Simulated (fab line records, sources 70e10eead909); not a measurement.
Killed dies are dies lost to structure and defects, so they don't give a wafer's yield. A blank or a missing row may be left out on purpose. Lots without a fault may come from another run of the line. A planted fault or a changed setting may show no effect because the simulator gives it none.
Chamber matching | flow nand_harc | NHARC_A_STAIRCASE_DEP_156 on pecvd-01: 3 sister chambers
The step deposits SiNx, target thk 50 nm. 3 wafers are shown with their chamber, then 7 later ones without.

WAFERS WITH THEIR CHAMBER
wafer  | chamber | heater_power_w (W)
L084.4 | 2       | 803
L084.5 | 1       | 742
L092.4 | 0       | 633

WAFERS WITHOUT THEIR CHAMBER
wafer  | heater_power_w (W)
L092.6 | 930
L096.1 | 910
L096.5 | 878
L096.6 | 662
L097.1 | 913
L097.2 | 889
L097.6 | 887

WHICH CHAMBER EACH WENT THROUGH
wafer  | from the rows above          | in truth
L092.6 | can't be placed: 2 or 1 or 0 | 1
L096.1 | can't be placed: 2 or 1 or 0 | 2
L096.5 | can't be placed: 2 or 1 or 0 | 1
L096.6 | can't be placed: 0 or 1 or 2 | 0
L097.1 | can't be placed: 2 or 1 or 0 | 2
L097.2 | can't be placed: 2 or 1 or 0 | 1
L097.6 | can't be placed: 2 or 1 or 0 | 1
Placed correctly: 0 of 7. Can't be placed from these rows: 7 (the true chamber is among the candidates in 7). Placed wrongly: 0.
How it was worked out, from the rows above alone: a wafer's distance from a chamber is the root of the sum, over the readings, of the square of ((its reading less the chamber's mean) divided by the reading's scatter). The wafer belongs to the nearest chamber; if the next one is less than 2 further off, it can't be placed. A chamber's mean is the mean of its shown wafers. The scatter: with one shown wafer a chamber, the root of the mean of the squares of how far each hidden wafer lies from its nearest shown one.
